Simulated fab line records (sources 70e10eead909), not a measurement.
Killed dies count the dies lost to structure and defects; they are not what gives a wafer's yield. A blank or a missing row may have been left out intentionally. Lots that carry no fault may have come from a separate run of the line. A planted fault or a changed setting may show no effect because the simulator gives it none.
fab line records	flow nand-harc
record lots=6	wafers=18	last-day=33
route steps=1302 shown A_CHANNEL_HOLE_D1@469 A_CHANNEL_FILL_D1@490 END@1302
lots that met no fault: from a run of the same line without faults
start-h: the number of hours between the record's first day and the start of the first shown wafer of the lot	wait-h: hours elapsed since this lot's preceding step	" same as the row above	L1.1+2: several wafers, shown together as one row	- value missing, or start not given	* or withheld: withheld	< > ~ a bound
route shown NAME@n: NAME is a module with steps in the file, n the number in the route of the first one	usual: the fault-free wafers' mean and standard deviation	same: alike in all rows	chamber/n: place in a boat	sites: the reading at each site	_std_site: how widely they spread, as a standard deviation	_edge_site: inner sites' mean taken away from outer sites' mean	radius-mm: for every site, how far away it sits from the centre of the wafer	mask NAME#n: copy n	behind: the last tool/chamber to shape the wafer	hold: why the lot was held/for how many hours/how that ended	device: the n, p or np transistor that did not switch	end of line: tests of these same wafers at the route's end	step lacking rows: just its recipe	killed: dies lost to structure and defects at the first sort, not the wafer's yield	map: a wafer's dies, marking killed ones x, the rest . and places with no die _
set.NAME: the run value of the setting; set.NAME@STEP: its run value at that earlier step	model.NAME: the simulator's own value behind a step, which no gauge read
lots at some steps of the route; a table a step, a row a wafer
services: a tool's chamber out of use, with start hour (start-h, from the record's first day; less than 0 if before it), hours out, and reason
## steps
# step NHARC_A_CHANNEL_HOLE_D1_ETCH_16
# recipe target-depth-a=31000	over-etch-frac=0.3	time-s=806	ion-energy-ev=150	o2-flow-sccm=400	cos-flow-sccm=20	ar-flow-sccm=0	rf-w=500	bias-w=300	chemistry=O2/COS
# step NHARC_A_CHANNEL_HOLE_D1_CD_MEAS_18
# usual cd-nm=99.6/2
lot.wafer	tool	chamber	start-h	wait-h	cd-nm
L955.2	cd-sem-02	-	187.04	-	99.5
L955.3	"	-	"	"	97.4
L955.4	"	-	"	"	96.4
L961.4	cd-sem-01	-	253.40	-	101.0
L961.5	"	-	"	"	100.9
L961.6	"	-	"	"	101.4
L971.2	cd-sem-03	-	341.25	-	98.7
L971.5	"	-	"	"	99.7
L971.6	"	-	"	"	97.8
L970.2	cd-sem-01	-	341.40	-	94.0
L970.4	"	-	"	"	101.0
L970.5	"	-	"	"	100.4
L975.1	cd-sem-03	-	394.62	-	102.4
L975.3	"	-	"	"	95.6
L975.4	"	-	"	"	99.9
L976.2	cd-sem-01	-	395.39	-	102.9
L976.3	"	-	"	"	101.4
L976.4	"	-	"	"	101.5
# step NHARC_A_CHANNEL_HOLE_D1_ETCH_19
# recipe bias-v=1200	source-w=2500	pressure-mtorr=15	time-s=34.5	ar-flow-sccm=375	c4f8-flow-sccm=28.8	o2-flow-sccm=96.2	temp-c=-20	target-depth-a=*	chemistry=C4F8/O2/Ar
# step NHARC_A_CHANNEL_HOLE_D1_ETCH_20
# recipe bias-v=3000	source-w=withheld	pressure-mtorr=20	time-s=361.9	ar-flow-sccm=375	c4f8-flow-sccm=89.3	o2-flow-sccm=35.7	temp-c=-20	target-depth-a=16000	chemistry=C4F8/O2/Ar
# usual c4f8-flow-sccm=89.33/0.28	drypump-motor-current-A=5.3/0.47	showerhead-plenum-p-Torr=3.70/0.067	throttle-valve-pct=32.155/0.0097
lot.wafer	tool	chamber	start-h	wait-h	c4f8-flow-sccm	drypump-motor-current-A	rf-hours-counter-h	showerhead-plenum-p-Torr	throttle-valve-pct
L955.2	har-etch-02	1	187.28	0.1	88.99	5.2	291	3.77	32.147
L955.3	"	0	"	"	89.61	4.8	-	3.66	32.165
L955.4	"	1	"	"	89.14	5.2	-	3.77	32.168
L961.4	har-etch-01	0	253.73	0.2	89.66	5.7	-	3.71	32.162
L961.6	"	1	"	"	89.10	6.1	-	3.68	32.149
L961.5	"	0	"	"	88.99	5.7	-	3.71	32.163
L971.2	har-etch-02	1	341.48	0.1	89.71	5.1	379	3.72	32.155
L971.5	"	0	"	"	89.25	4.8	-	3.62	32.154
L971.6	"	1	"	"	89.76	5.1	-	3.72	32.157
L970.2	har-etch-01	1	341.58	0.1	88.92	6.1	176	3.66	32.146
L970.4	"	1	"	"	88.95	6.1	-	3.66	32.160
L970.5	"	0	"	"	89.20	5.7	-	3.68	32.171
L975.1	har-etch-01	0	397.18	0.1	89.80	5.7	214	3.66	32.164
L975.4	"	0	"	"	89.47	5.7	-	3.66	32.142
L975.3	"	1	"	"	89.52	6.0	-	3.64	32.145
L976.2	har-etch-02	0	399.32	0.1	89.06	4.8	0	3.93	32.149
L976.4	"	0	"	"	89.44	4.8	-	3.93	32.156
L976.3	"	1	"	"	89.72	5.2	-	3.71	32.144
# step NHARC_A_CHANNEL_HOLE_D1_ETCH_21
# recipe bias-v=3000	source-w=withheld	pressure-mtorr=20	time-s=514.3	ar-flow-sccm=375	c4f8-flow-sccm=89.3	o2-flow-sccm=35.7	temp-c=-20	target-depth-a=16000	chemistry=C4F8/O2/Ar
# step NHARC_A_CHANNEL_HOLE_D1_ETCH_22
# recipe bias-v=3000	source-w=withheld	pressure-mtorr=20	time-s=666.7	ar-flow-sccm=375	c4f8-flow-sccm=89.3	o2-flow-sccm=35.7	temp-c=-20	target-depth-a=16000	chemistry=C4F8/O2/Ar
# usual c4f8-flow-sccm=89.31/0.27	drypump-motor-current-A=5.3/0.48	showerhead-plenum-p-Torr=3.70/0.067	throttle-valve-pct=32.155/0.0093
lot.wafer	tool	chamber	start-h	wait-h	c4f8-flow-sccm	drypump-motor-current-A	rf-hours-counter-h	showerhead-plenum-p-Torr	throttle-valve-pct
L955.2	har-etch-02	1	188.08	0.4	89.43	5.2	292	3.77	32.166
L955.3	"	0	"	"	89.09	4.8	-	3.66	32.156
L955.4	"	1	"	"	88.92	5.2	-	3.77	32.152
L961.4	har-etch-01	0	254.61	0.4	89.09	5.7	-	3.71	32.152
L961.6	"	1	"	"	89.47	6.1	-	3.68	32.145
L961.5	"	0	"	"	89.00	5.7	-	3.71	32.151
L971.2	har-etch-02	1	342.28	0.4	89.55	5.2	379	3.72	32.160
L971.5	"	0	"	"	89.49	4.8	-	3.62	32.140
L971.6	"	1	"	"	89.50	5.2	-	3.72	32.158
L970.2	har-etch-01	1	342.34	0.4	89.05	6.1	177	3.66	32.165
L970.4	"	1	"	"	89.33	6.1	-	3.66	32.153
L970.5	"	0	"	"	89.05	5.7	-	3.68	32.151
L975.1	har-etch-01	0	397.93	0.4	89.20	5.7	215	3.66	32.154
L975.4	"	0	"	"	89.26	5.7	-	3.66	32.146
L975.3	"	1	"	"	89.60	6.1	-	3.63	32.165
L976.2	har-etch-02	0	400.08	0.4	89.26	4.8	1	3.93	32.170
L976.4	"	0	"	"	89.74	4.8	-	3.93	32.151
L976.3	"	1	"	"	89.14	5.2	-	3.71	32.166
# step NHARC_A_CHANNEL_HOLE_D1_ETCH_23
# recipe bias-v=5000	source-w=withheld	pressure-mtorr=20	time-s=819	ar-flow-sccm=375	c4f8-flow-sccm=89.3	o2-flow-sccm=35.7	temp-c=-20	target-depth-a=16000	chemistry=C4F8/O2/Ar
# usual c4f8-flow-sccm=89.30/0.25	drypump-motor-current-A=5.3/0.47	showerhead-plenum-p-Torr=3.70/0.067	throttle-valve-pct=32.155/0.0099
lot.wafer	tool	chamber	start-h	wait-h	c4f8-flow-sccm	drypump-motor-current-A	rf-hours-counter-h	showerhead-plenum-p-Torr	throttle-valve-pct
L955.2	har-etch-02	1	188.67	0.5	89.18	5.1	292	3.77	32.166
L955.3	"	0	"	"	89.69	4.8	-	3.66	32.162
L955.4	"	1	"	"	89.15	5.1	-	3.77	32.145
L961.4	har-etch-01	0	255.26	0.5	89.44	5.7	-	3.71	32.152
L961.6	"	1	"	"	89.20	6.1	-	3.68	32.150
L961.5	"	0	"	"	89.18	5.7	-	3.71	32.165
L971.2	har-etch-02	1	342.88	0.5	89.28	5.2	380	3.72	32.147
L971.5	"	0	"	"	89.20	4.8	-	3.62	32.151
L971.6	"	1	"	"	89.19	5.2	-	3.72	32.147
L970.2	har-etch-01	1	342.90	0.5	89.16	6.0	177	3.65	32.133
L970.4	"	1	"	"	88.96	6.0	-	3.66	32.149
L970.5	"	0	"	"	89.24	5.7	-	3.68	32.155
L975.1	har-etch-01	0	398.50	0.5	89.79	5.7	215	3.66	32.146
L975.4	"	0	"	"	89.74	5.7	-	3.66	32.154
L975.3	"	1	"	"	89.68	6.1	-	3.63	32.146
L976.2	har-etch-02	0	400.64	0.5	88.95	4.8	1	3.93	32.160
L976.4	"	0	"	"	90.02	4.8	-	3.93	32.159
L976.3	"	1	"	"	89.34	5.2	-	3.71	32.148
# step NHARC_A_CHANNEL_HOLE_D1_ETCH_24
# recipe bias-v=5000	source-w=withheld	pressure-mtorr=20	time-s=906.2	ar-flow-sccm=375	c4f8-flow-sccm=93.8	o2-flow-sccm=31.2	temp-c=-20	target-depth-a=15000	chemistry=C4F8/O2/Ar
# step NHARC_A_CHANNEL_HOLE_D1_ETCH_25
# recipe bias-v=5000	source-w=withheld	pressure-mtorr=20	time-s=1040.2	ar-flow-sccm=375	c4f8-flow-sccm=93.8	o2-flow-sccm=31.2	temp-c=-20	target-depth-a=15000	chemistry=C4F8/O2/Ar
# usual c4f8-flow-sccm=93.85/0.27	drypump-motor-current-A=5.3/0.47	showerhead-plenum-p-Torr=3.69/0.066	throttle-valve-pct=32.236/0.0093
lot.wafer	tool	chamber	start-h	wait-h	c4f8-flow-sccm	drypump-motor-current-A	rf-hours-counter-h	showerhead-plenum-p-Torr	throttle-valve-pct
L955.2	har-etch-02	1	190.16	0.7	93.70	5.1	294	3.76	32.228
L955.3	"	0	"	"	93.99	4.8	-	3.66	32.244
L955.4	"	1	"	"	93.69	5.1	-	3.76	32.247
L961.4	har-etch-01	0	256.82	0.7	94.06	5.7	-	3.71	32.236
L961.6	"	1	"	"	94.10	6.1	-	3.68	32.238
L961.5	"	0	"	"	93.80	5.7	-	3.71	32.241
L970.2	har-etch-01	1	344.38	0.6	93.61	6.1	179	3.65	32.233
L970.4	"	1	"	"	93.69	6.1	-	3.65	32.235
L970.5	"	0	"	"	93.78	5.7	-	3.68	32.236
L971.2	har-etch-02	1	344.39	0.7	94.11	5.2	381	3.71	32.238
L971.5	"	0	"	"	93.70	4.8	-	3.61	32.248
L971.6	"	1	"	"	94.55	5.2	-	3.71	32.239
L975.1	har-etch-01	0	399.96	0.6	93.54	5.7	217	3.66	32.234
L975.4	"	0	"	"	93.61	5.7	-	3.66	32.255
L975.3	"	1	"	"	93.79	6.0	-	3.63	32.230
L976.2	har-etch-02	0	402.09	0.6	93.72	4.8	3	3.93	32.235
L976.4	"	0	"	"	93.69	4.8	-	3.93	32.224
L976.3	"	1	"	"	93.99	5.1	-	3.70	32.244
# step NHARC_A_CHANNEL_HOLE_D1_ETCH_26
# recipe bias-v=300	source-w=2000	pressure-mtorr=30	time-s=224.1	ar-flow-sccm=375	c4f8-flow-sccm=11.4	o2-flow-sccm=113.6	temp-c=-20	target-depth-a=3000	chemistry=C4F8/O2/Ar
# usual c4f8-flow-sccm=11.40/0.034	drypump-motor-current-A=5.3/0.47	showerhead-plenum-p-Torr=3.74/0.07	throttle-valve-pct=24.584/0.0097
lot.wafer	tool	chamber	start-h	wait-h	c4f8-flow-sccm	drypump-motor-current-A	rf-hours-counter-h	showerhead-plenum-p-Torr	throttle-valve-pct
L955.2	har-etch-02	1	190.93	0.6	11.46	5.2	294	3.82	24.594
L955.3	"	0	"	"	11.34	4.8	-	3.70	24.582
L955.4	"	1	"	"	11.42	5.2	-	3.82	24.596
L961.4	har-etch-01	0	257.36	0.4	11.41	5.7	-	3.76	24.587
L961.6	"	1	"	"	11.41	6.1	-	3.73	24.586
L961.5	"	0	"	"	11.37	5.7	-	3.76	24.567
L971.2	har-etch-02	1	345.15	0.6	11.42	5.2	382	3.77	24.590
L971.5	"	0	"	"	11.36	4.8	-	3.66	24.608
L971.6	"	1	"	"	11.43	5.2	-	3.77	24.604
L970.2	har-etch-01	1	345.25	0.7	11.38	6.0	180	3.70	24.580
L970.4	"	1	"	"	11.39	6.1	-	3.70	24.577
L970.5	"	0	"	"	11.38	5.7	-	3.73	24.593
L975.1	har-etch-01	0	400.84	0.7	11.41	5.7	218	3.71	24.568
L975.4	"	0	"	"	11.41	5.7	-	3.71	24.593
L975.3	"	1	"	"	11.37	6.1	-	3.68	24.596
L976.2	har-etch-02	0	402.96	0.7	11.38	4.8	4	3.99	24.567
L976.4	"	0	"	"	11.36	4.8	-	3.99	24.589
L976.3	"	1	"	"	11.40	5.1	-	3.76	24.584
# step NHARC_A_CHANNEL_HOLE_D1_ETCH_33
# recipe bias-v=400	source-w=2000	pressure-mtorr=25	time-s=90	ar-flow-sccm=375	c4f8-flow-sccm=41.7	o2-flow-sccm=83.3	temp-c=-20	target-depth-a=4000	chemistry=C4F8/O2/Ar
# step NHARC_A_CHANNEL_HOLE_D1_STRIP_41
# recipe n2-flow-sccm=150	h2-flow-sccm=150	ar-flow-sccm=0	bias-w=0	chemistry=N2/H2
# step NHARC_A_CHANNEL_HOLE_D1_STRIP_42
# recipe cf4-flow-sccm=100	chf3-flow-sccm=30	ar-flow-sccm=0	bias-w=0	chemistry=CF4/CHF3
lot.wafer	tool	chamber	start-h	wait-h
L955.4+2+3	rie-diel-04	1,3,0	191.73	0.1
L961.4+5+6	rie-diel-08	1,1,2	258.08	0.1
L971.2+5+6	rie-diel-08	1,2,1	345.97	0.1
L970.2+5+4	rie-diel-08	2,2,0	346.10	0.1
L975.4+3+1	rie-diel-05	1,2,0	401.66	0.1
L976.3+2+4	rie-diel-04	1,2,3	403.79	0.1
# step NHARC_A_CHANNEL_HOLE_D1_STRIP_43
# recipe o2-flow-sccm=400	cos-flow-sccm=20	ar-flow-sccm=0	bias-w=0	chemistry=O2/COS
# step NHARC_A_CHANNEL_HOLE_D1_ETCH_44
# recipe target-depth-a=1400	overetch-a=140	time-s=77	ion-energy-ev=100	cf4-flow-sccm=80	o2-flow-sccm=20	ar-flow-sccm=0	rf-w=300	bias-w=100	chemistry=CF4/O2
# step NHARC_A_CHANNEL_HOLE_D1_STRIP_27
# recipe o2-flow-sccm=500	ar-flow-sccm=0	bias-w=0	chemistry=O2
# step NHARC_A_CHANNEL_HOLE_D1_PRECLEAN_28
# recipe time-s=*	temp-c=50	bath-age-min=0	chemistry=SC1
# step NHARC_A_CHANNEL_HOLE_D1_SRD_29
# step NHARC_A_CHANNEL_HOLE_D1_CD_MEAS_30
# usual cd-nm=90.4/1.1
lot.wafer	tool	chamber	start-h	wait-h	cd-nm
L955.2	cd-sem-01	-	192.65	-	89.6
L955.3	"	-	"	"	88.1
L955.4	"	-	"	"	91.3
L961.4	cd-sem-02	-	259.01	-	90.4
L961.5	"	-	"	"	88.2
L961.6	"	-	"	"	91.4
L971.2	cd-sem-01	-	347.04	-	89.3
L971.5	"	-	"	"	90.1
L971.6	"	-	"	"	89.0
L970.2	cd-sem-03	-	348.09	-	91.1
L970.4	"	-	"	"	90.3
L970.5	"	-	"	"	88.4
L975.1	cd-sem-03	-	402.59	-	90.2
L975.3	"	-	"	"	91.3
L975.4	"	-	"	"	91.3
L976.2	cd-sem-01	-	404.71	-	90.5
L976.3	"	-	"	"	90.0
L976.4	"	-	"	"	90.0
# step NHARC_A_CHANNEL_HOLE_D1_XSEM_31
# recipe landing-energy-ev=35000
# step NHARC_A_CHANNEL_HOLE_D1_INSPECT_40
# usual raw-defect-count=78/31
lot.wafer	tool	chamber	start-h	wait-h	raw-defect-count
L955.2	defect-inspect-01	-	192.84	-	85
L955.3	"	-	"	"	97
L955.4	"	-	"	"	92
L961.4	defect-inspect-01	-	259.18	-	42
L961.5	"	-	"	"	31
L961.6	"	-	"	"	72
L971.2	defect-inspect-02	-	347.22	-	1289
L971.5	"	-	"	"	1261
L971.6	"	-	"	"	1195
L970.2	defect-inspect-01	-	348.28	-	1208
L970.4	"	-	"	"	1210
L970.5	"	-	"	"	1202
L975.1	defect-inspect-01	-	402.78	-	37
L975.3	"	-	"	"	60
L975.4	"	-	"	"	55
L976.2	defect-inspect-02	-	404.90	-	31
L976.3	"	-	"	"	51
L976.4	"	-	"	"	43
# step NHARC_A_CHANNEL_FILL_D1_PRECLEAN_00
# recipe time-s=*	temp-c=50	bath-age-min=0	chemistry=SC1
# step NHARC_END_SORT_01
# recipe temp-c=25
# usual killed-at-array=62/15	killed-at-other=0.8/1	killed-at-periphery=3.7/2.6	killed-dies=66/15	killed-open=3.1/1.8	killed-short=2.6/1.7
# same gross-dies=677
lot.wafer	tool	chamber	start-h	wait-h	killed-at-array	killed-at-other	killed-at-periphery	killed-dies	killed-open	killed-short
L970.2	prober-02	0	714.61	2.8	97	1	8	106	6	4
L970.4	prober-02	0	716.19	3.4	83	0	2	85	1	2
L970.5	prober-02	0	716.99	3.7	87	0	2	89	4	3
L971.2	prober-02	0	728.64	2.8	89	0	3	92	4	2
L971.5	prober-02	0	731.04	3.7	100	0	4	104	5	5
L971.6	prober-02	0	731.84	4.0	89	0	8	97	5	3
# killed by level:class
L970.2 A_CHANNEL_HOLE_D1:unspecified=36 A_SLIT:chamber-film-flake=32 A_CHANNEL_HOLE_D1:chamber-film-flake=14 P_BONDPAD:chamber-film-flake=3 A_STAIRCASE:chamber-film-flake=3 A_BLC:chamber-film-flake=3 P_CONTACT:geometric-particle:open=2 A_CONTACT:geometric-particle:open=2
L970.4 A_CHANNEL_HOLE_D1:unspecified=43 A_SLIT:chamber-film-flake=27 A_CHANNEL_HOLE_D1:chamber-film-flake=3 A_STAIRCASE:chamber-film-flake=3 A_BLC:chamber-film-flake=3 P_CONTACT:geometric-particle:open=1 P_M2:geometric-particle:short=1 A_ONON_D1:geometric-particle:short=1
L970.5 A_CHANNEL_HOLE_D1:unspecified=38 A_SLIT:chamber-film-flake=28 A_CHANNEL_HOLE_D1:chamber-film-flake=7 A_STAIRCASE:chamber-film-flake=3 A_CONTACT:chamber-film-flake=3 A_ONON_D2:geometric-particle:open=2 A_BLC:chamber-film-flake=2 P_CONTACT:geometric-particle:open=1
L971.2 A_CHANNEL_HOLE_D1:unspecified=43 A_CHANNEL_HOLE_D1:chamber-film-flake=27 A_CONTACT:chamber-film-flake=5 A_M1:chamber-film-flake=3 A_ZERO_WELL:chamber-film-flake=2 A_SLIT:chamber-film-flake=2 A_STAIRCASE:chamber-film-flake=2 P_CONTACT:geometric-particle:open=1
L971.5 A_CHANNEL_HOLE_D1:unspecified=46 A_CHANNEL_HOLE_D1:chamber-film-flake=29 A_CONTACT:chamber-film-flake=8 A_ZERO_WELL:chamber-film-flake=4 A_WL_FILL:geometric-particle:short=2 A_STAIRCASE:chamber-film-flake=2 A_WL_FILL:chamber-film-flake=2 P_GATE:geometric-particle:open=1
L971.6 A_CHANNEL_HOLE_D1:unspecified=38 A_CHANNEL_HOLE_D1:chamber-film-flake=26 A_SLIT:chamber-film-flake=8 A_CONTACT:chamber-film-flake=3 P_CONTACT:geometric-particle:open=2 P_M0:geometric-particle:open=2 A_WL_FILL:geometric-particle:short=2 P_CONTACT:chamber-film-flake=2
## services
tool	chamber	start-h	hours	kind
rie-diel-05	0	174.01	4.1	repair
rie-diel-04	-	180.72	9.0	pm
rie-diel-05	0	185.82	1.2	repair
rie-diel-08	-	190.80	9.0	pm
rie-diel-04	1	213.66	2.2	repair
rie-diel-05	-	229.66	9.0	pm
rie-diel-08	-	235.63	0.2	repair
rie-diel-05	3	264.60	8.2	repair
rie-diel-08	-	267.18	4.9	repair
rie-diel-08	1	282.07	4.5	repair
rie-diel-05	-	296.14	1.3	repair
rie-diel-05	-	313.51	12.1	repair
rie-diel-08	2	317.57	15.8	repair
rie-diel-08	3	318.71	36.2	repair
har-etch-02	1	349.67	-	consumable-replace:focus-ring
har-etch-02	1	349.67	17.0	scheduled-down
rie-diel-08	0	351.33	5.7	repair
rie-diel-04	-	357.72	9.0	pm
rie-diel-08	-	367.80	9.0	pm
rie-diel-05	-	379.33	0.6	repair
rie-diel-08	3	381.38	3.0	repair
har-etch-02	-	382.21	17.0	pm
rie-diel-05	2	387.19	2.6	repair
rie-diel-04	2	396.83	6.5	repair
## key
first-sign step=NHARC_A_CHANNEL_HOLE_D1_INSPECT_40	reading=raw-defect-count	direction=up	sigmas=38	usual=78	struck=1228
effect step=NHARC_END_SORT_01	reading=killed-at-array	direction=up	sigmas=1.9	usual=62	struck=91	wafers-moved=5
more-kills-born-at NHARC_A_CHANNEL_HOLE_D1_STRIP_42@rie-diel-08=244
met-at NHARC_A_CHANNEL_HOLE_D1_STRIP_42
struck-wafers L970.2,L970.4,L970.5,L971.2,L971.5,L971.6
tester-left-out L970,L971
onset-between 258.08 345.97
fault kind=chamber-particle-source	tool=rie-diel-08	chamber=-	onset-h=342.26	steps=NHARC_A_CHANNEL_HOLE_D1_STRIP_42	rate-per-visit-cm2=1.7926	end-h=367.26
# tester-left-out: of these lots the tester's yield and bins aren't shown, on N5 and GAA mostly nor the transistor test; their killed dies are dies lost to structure and defects alone, not to doping, threshold or leakage, so they don't give the yield
